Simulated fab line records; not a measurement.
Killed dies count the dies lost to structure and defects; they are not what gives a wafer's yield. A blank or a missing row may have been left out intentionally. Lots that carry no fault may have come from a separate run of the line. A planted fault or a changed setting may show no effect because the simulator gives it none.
Matching of chambers || flow n5Finfet || N5_GATE_CUT_CMP_43 on cmp-02: 4 sister chambers
The step polishes SiO2. 4 wafers are shown with their chamber, then 10 later ones without.

## EACH WAFER AND ITS CHAMBER
{"wafer": "L084.6", "chamber": 2, "motorCurrentA (A)": 12.2}
{"wafer": "L085.4", "chamber": 3, "motorCurrentA (A)": 13.7}
{"wafer": "L087.1", "chamber": 1, "motorCurrentA (A)": 11.1}
{"wafer": "L087.2", "chamber": 0, "motorCurrentA (A)": 11.8}

## WAFERS WHOSE CHAMBER IS MISSING
{"wafer": "L087.6", "motorCurrentA (A)": 11.4}
{"wafer": "L092.2", "motorCurrentA (A)": 14.3}
{"wafer": "L092.5", "motorCurrentA (A)": 12.8}
{"wafer": "L092.6", "motorCurrentA (A)": 11.5}
{"wafer": "L096.1", "motorCurrentA (A)": 12.0}
{"wafer": "L096.2", "motorCurrentA (A)": 12.8}
{"wafer": "L096.4", "motorCurrentA (A)": 13.7}
{"wafer": "L097.4", "motorCurrentA (A)": 14.3}
{"wafer": "L097.5", "motorCurrentA (A)": 11.8}
{"wafer": "L097.6", "motorCurrentA (A)": 12.0}

## CHAMBER TAKEN BY EACH
{"wafer": "L087.6", "from the rows above": "can't be placed: 1 or 0 or 2", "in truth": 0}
{"wafer": "L092.2", "from the rows above": 3, "in truth": 3}
{"wafer": "L092.5", "from the rows above": "can't be placed: 2 or 3 or 0", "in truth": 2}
{"wafer": "L092.6", "from the rows above": "can't be placed: 0 or 1 or 2", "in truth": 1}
{"wafer": "L096.1", "from the rows above": "can't be placed: 0 or 2 or 1", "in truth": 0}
{"wafer": "L096.2", "from the rows above": "can't be placed: 2 or 3 or 0", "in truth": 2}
{"wafer": "L096.4", "from the rows above": 3, "in truth": 3}
{"wafer": "L097.4", "from the rows above": 3, "in truth": 3}
{"wafer": "L097.5", "from the rows above": "can't be placed: 0 or 2 or 1", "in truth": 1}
{"wafer": "L097.6", "from the rows above": "can't be placed: 0 or 2 or 1", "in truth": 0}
Correctly placed: 3 of 10. Can't be placed from these rows: 7 (the true chamber is among the candidates in 7). 0 placed wrongly.
How it was worked out, from the rows above alone: a wafer's distance from a chamber is the root of the sum, over the readings, of the square of ((its reading less the chamber's mean) divided by the reading's scatter). If the next closest chamber is less than 2 further off than the closest, the wafer can't be placed; otherwise it belongs to the closest. For every chamber, the mean is computed from those of its wafers that are shown. The scatter: root of mean squared gap, hidden wafer to nearest shown wafer, with one shown wafer a chamber.
